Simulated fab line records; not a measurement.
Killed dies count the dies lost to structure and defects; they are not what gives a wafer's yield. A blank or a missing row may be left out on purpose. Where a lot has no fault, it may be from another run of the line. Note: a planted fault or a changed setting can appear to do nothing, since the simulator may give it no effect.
Check of tool commonality + flow n5_finfet + 10 lots, 30 wafers sampled

## WHY THIS WAS OPENED
N5_BEOL_M4_RC_MEAS_101, reading VT_P_LVT: flagged on 2 of 10 lots. Wafers without a fault read -98.8 mV, standard deviation 2.9.
Rule: a lot is flagged in two cases, either no wafer of it has a number, or all its wafers with numbers fall more than 4 standard deviations from that mean. As for the other lots, they are considered sound.

| lot  | measured     | on        | VT_P_LVT (mV), wafer by wafer | flag    |
|------|--------------|-----------|-------------------------------|---------|
| L443 | day 7 20:49  | prober-02 | -101.3 -100.6 -100.1          |         |
| L446 | day 8 18:02  | prober-01 | -97.9 -97.0 -98.2             |         |
| L450 | day 9 18:59  | prober-01 | -211.0 -207.1 -208.0          | FLAGGED |
| L451 | day 9 21:07  | prober-01 | -207.3 -208.2 -205.7          | FLAGGED |
| L457 | day 11 18:47 | prober-02 | -95.2 -93.2 -95.2             |         |
| L459 | day 12 08:54 | prober-02 | -95.5 -97.0 -99.0             |         |
| L461 | day 12 16:38 | prober-01 | -99.8 -99.3 -99.2             |         |
| L463 | day 12 18:17 | prober-02 | -102.0 -106.1 -106.7          |         |
| L466 | day 13 15:49 | prober-02 | -94.7 -93.7 -94.8             |         |
| L464 | day 13 19:39 | prober-01 | -101.5 -99.8 -103.1           |         |
The numbers of the flagged lots are -207.9 mV on average: -109.1 mV against the usual, or -38 standard deviations.

## LOT BY LOT: THE TOOL USED
The record keeps 1 process step preceding the reading, out of 1938 steps on the route. Every cell lists first the tool, next ch and the chambers used by the sampled wafers, and last the start.
| lot  | flag    | N5_HKMG_FIN_PWFM_ALD_03            |
|------|---------|------------------------------------|
| L443 |         | ald_metal-02 ch 0,1,3, day 4 01:16 |
| L446 |         | ald_metal-03 ch 0,1,3, day 4 21:46 |
| L450 | FLAGGED | ald_metal-02 ch 0,2,3, day 5 20:38 |
| L451 | FLAGGED | ald_metal-02 ch 0,1,2, day 6 07:08 |
| L457 |         | ald_metal-01 ch 0,3, day 7 14:04   |
| L459 |         | ald_metal-03 ch 1,2,3, day 8 01:47 |
| L461 |         | ald_metal-02 ch 0,1, day 8 12:35   |
| L463 |         | ald_metal-01 ch 0,2,3, day 9 02:28 |
| L466 |         | ald_metal-01 ch 0,2, day 9 18:56   |
| L464 |         | ald_metal-02 ch 1,2,3, day 9 07:29 |
What is done by these steps:
- N5_HKMG_FIN_PWFM_ALD_03: deposits TiN, target thk 2 nm, pulse time 1 s, purge time 3 s.
- N5_BEOL_M4_RC_MEAS_101

## FLAGGED OVER TOTAL, TOOL BY TOOL (the gauges that took the reading come last)
| step                    | tool         | lots run | flagged | share of the flagged lots | sound lots run after its first flagged lot |
|-------------------------|--------------|----------|---------|---------------------------|--------------------------------------------|
| N5_HKMG_FIN_PWFM_ALD_03 | ald_metal-01 | 3        | 0       | none                      | -                                          |
| N5_HKMG_FIN_PWFM_ALD_03 | ald_metal-02 | 5        | 2       | all                       | 2 (L461,L464)                              |
| N5_HKMG_FIN_PWFM_ALD_03 | ald_metal-03 | 2        | 0       | none                      | -                                          |
| N5_BEOL_M4_RC_MEAS_101  | prober-01    | 5        | 2       | all                       | 2 (L461,L464)                              |
| N5_BEOL_M4_RC_MEAS_101  | prober-02    | 5        | 0       | none                      | -                                          |

## WHAT IS ALLOWED BY THE TABLE
In 2 table rows, all flagged lots were run: ald_metal-02 (N5_HKMG_FIN_PWFM_ALD_03), prober-01 (N5_BEOL_M4_RC_MEAS_101).
- ald_metal-02 at N5_HKMG_FIN_PWFM_ALD_03: 2 of its 5 lots flagged. Lots that were sound ran on it after the first flagged one (L461, L464); a persistent fault on the entire tool would not allow that. On the flagged lots its readings are blank where sound lots have values: chamber_pressure_Torr, heater_power_w, precursor_pulse_height_rel.
- prober-01 at N5_BEOL_M4_RC_MEAS_101: 2 of its 5 lots flagged. Lots that were sound ran on it after the first flagged one (L461, L464); a persistent fault on the entire tool would not allow that.
No row of the table ran every flagged lot and no sound lot after the first.

## WHAT THE SIMULATOR HAD PUT IN
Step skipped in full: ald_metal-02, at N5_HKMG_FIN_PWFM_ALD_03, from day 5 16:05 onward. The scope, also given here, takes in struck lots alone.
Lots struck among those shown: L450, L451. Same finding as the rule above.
